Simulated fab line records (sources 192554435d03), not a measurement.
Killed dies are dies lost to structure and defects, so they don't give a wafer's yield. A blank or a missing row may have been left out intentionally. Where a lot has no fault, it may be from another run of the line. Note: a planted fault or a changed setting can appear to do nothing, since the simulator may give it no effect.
A struck lot beside a sound one :: flow n5-finfet :: 28 steps out of a route of 1938
Sound: these wafers, L609.1, L609.3, L609.6. Struck: wafer L619.3. (L619.4 of the same lot was not struck and is left out.) The cause comes at the end.
Each step with rows lists, per side, the tool, then ch with its chambers, then its first start. Under that, the readings that differ: sound wafers :: struck wafers :: difference of the means :: sigmas: that difference in standard deviations of wafers without a fault.
alike: same words and numbers on both sides, and readings whose means sit less than 2 such deviations apart. not compared: any withheld reading, any reading some wafer has no value for, any bound like >300 that may hide the same value, and any number with overlapping values for which the record gives no deviation.
The two part at a step that has a row with sigmas, a row that says differs or no value, or rows on one side only. Numbers that have no deviation but don't overlap get no sigmas and don't part them. A reading missing from all wafers of one side parts the sides only when that side holds two or more wafers.

first, 1 step without rows for these wafers: N5_DUMMY_GATE_UV_OZONE_45 (time 120 s).
N5_DUMMY_GATE_INSPECT_27: inspects for defects (brightfield).
  sound: defect-inspect-02 at day 3 22:25; struck: defect-inspect-02 at day 6 09:37
  alike: raw-defect-count
N5_SPACER0_ALD_07: deposits SiNx, target thk 2 nm.
  sound on ald-sin-04 ch 0,1,3, day 3 22:27; struck on ald-sin-04 ch 2, day 6 09:38
  alike: heater-power-w
N5_SPACER0_ALD_00: deposits SiOCN, target thk 3.5 nm, pulse time 3 s, purge time 2 s.
  sound on ald-sin-04 ch 0,1,3, day 3 22:36; struck on ald-sin-04 ch 2, day 6 09:47
  alike: heater-power-w, precursor-pulse-height-rel
then, 1 step without rows for these wafers: N5_SPACER0_ALD_08 (deposits SiNx, target thk 2 nm).
N5_SPACER0_INSPECT_04: inspects for defects (darkfield).
  sound: defect-inspect-02 at day 3 23:01; struck: defect-inspect-01 at day 6 10:13
  alike: raw-defect-count
then, 6 steps without rows for these wafers: N5_SD_EPI_N_COAT_32 (time 60 s, resist thk 350 nm); N5_SD_EPI_N_COAT_33 (time 60 s, resist thk 35 nm); N5_SD_EPI_N_COAT_03 (resist thk 150 nm); N5_SD_EPI_N_EBR_05; N5_SD_EPI_N_SOFTBAKE_04 (time 60 s); N5_SD_EPI_N_EXPOSE_06 (exposes mask SD N BLK, target cd 120 nm).
N5_SD_EPI_N_PEB_07: peb time 60 s.
  sound on litho-track-02 ch 0, day 3 23:21; struck on litho-track-02 ch 0, day 6 10:25
reading: heater-power-total-W (W)
sound: 177.6 174.4 173.4
struck: 259.5
difference: +84.4
sigmas: +53

reading: resist-line-temp-C (C)
sound: 22.96 23.08 23.00
struck: 22.68
difference: -0.33
sigmas: -3
  not compared: plate-temp-C
then, 1 step without rows for these wafers: N5_SD_EPI_N_DEVELOP_08 (develop time 30 s).
N5_SD_EPI_N_CD_MEAS_09 targets a cd of 120 nm.
  sound on cd-sem-02 ch 0, day 3 23:25; struck on cd-sem-01 ch 0, day 6 10:29
reading: cd-nm (nm)
sound: 119.5 120.2 120.4
struck: 94.8
difference: -25.2
sigmas: -35
N5_SD_EPI_N_OVL_MEAS_10:
  sound on overlay-02 ch 0, day 3 23:27; struck on overlay-01 ch 0, day 6 10:31
  alike: SD_N_BLK_OVL
N5_SD_EPI_N_INSPECT_11: inspects for defects (macro).
  sound: defect-inspect-02 at day 3 23:28; struck: defect-inspect-01 at day 6 10:32
  alike: raw-defect-count
N5_SD_EPI_N_DESCUM_14: chemistry O2, time 7.9 s.
  sound on rie-diel-01 ch 0,1,2, day 3 23:38; struck on rie-diel-01 ch 0, day 6 10:34
reading: rf-vpp-V (V)
sound: 241.5 241.8 243.9
struck: 244.9
difference: +2.5
sigmas: +2

reading: model.SD_EPI_N.cd-nm (nm)
sound: 119.2 120.4 120.2
struck: 94.8
difference: -25.1
sigmas: 
  alike: drypump-motor-current-A, oes-product-au, showerhead-plenum-p-Torr, throttle-valve-pct
  not compared: rf-hours-counter-h
N5_SD_EPI_N_ETCH_34: etches SiARC in CF4, target depth 45.5 nm, time 75.8 s.
  sound on rie-diel-01 ch 0,1,2, day 3 23:40; struck on rie-diel-01 ch 0, day 6 10:37
  alike: drypump-motor-current-A, etch-rf-on-time-s, oes-product-au, rf-vpp-V, showerhead-plenum-p-Torr, throttle-valve-pct
  not compared: rf-hours-counter-h
then, 2 steps without rows for these wafers: N5_SD_EPI_N_ETCH_35 (etches SOC in N2/H2, overetch 108 nm, time 486 s); N5_SD_EPI_N_STRIP_36 (strips in N2/H2).
N5_SD_EPI_N_ETCHBACK_44: etches SiNx in CH3F/O2, stops on SiO2, target depth 14.5 nm.
  sound on rie-diel-01 ch 0,1,2, day 4 00:03; struck on rie-diel-01 ch 0, day 6 10:59
  alike: CH3F_flow_sccm, O2_flow_sccm, drypump-motor-current-A, oes-product-au, rf-vpp-V, showerhead-plenum-p-Torr, throttle-valve-pct
  not compared: rf-hours-counter-h
N5_SD_EPI_N_ETCH_45: etches SiOCN in CH3F/O2, target depth 6 nm.
  sound on rie-diel-01 ch 0,1,2, day 4 00:09; struck on rie-diel-01 ch 0, day 6 11:05
  alike: CH3F_flow_sccm, O2_flow_sccm, drypump-motor-current-A, oes-product-au, rf-vpp-V, showerhead-plenum-p-Torr, throttle-valve-pct
  not compared: rf-hours-counter-h
then, 2 steps without rows for these wafers: N5_SD_EPI_N_ETCH_16 (etches SiO2 in CHF3/O2, target depth 5 nm); N5_SD_EPI_N_STRIP_47 (strips in CHF3/O2).
N5_SD_EPI_N_SD_RECESS_17: chemistry HBr/Cl2/O2, target depth 41 nm, time 23.7 s, bt time 3 s.
  sound on rie-si-06 ch 2,3, day 4 00:20; struck on rie-si-01 ch 1, day 6 11:16
reading: drypump-motor-current-A (A)
sound: 5.8 5.1 5.0
struck: 6.7
difference: +1.4
sigmas: +3

reading: throttle-valve-pct (%)
sound: 36.8 37.8 37.8
struck: 36.7
difference: -0.8
sigmas: -2

reading: model.SD_EPI_N.cd-nm (nm)
sound: 118.6 121.8 119.8
struck: 95.8
difference: -24.3
sigmas: 
  alike: O2_flow_sccm, oes-product-au
  not compared: rf-hours-counter-h
then, 1 step without rows for these wafers: N5_SD_EPI_N_STRIP_38 (strips in N2/H2).
N5_BEOL_M4_RC_MEAS_101:
  the record has rows for the sound wafers here (prober-02 ch 0, day 8 16:34) and none for the struck ones

WHERE THEY PART
Earliest at N5_SD_EPI_N_PEB_07; latest, in this record, at N5_BEOL_M4_RC_MEAS_101.

WHY: what had been put in by the simulator
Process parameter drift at N5_SD_EPI_N_PEB_07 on litho-track-02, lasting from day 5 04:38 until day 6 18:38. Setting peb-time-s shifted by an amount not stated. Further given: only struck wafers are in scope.
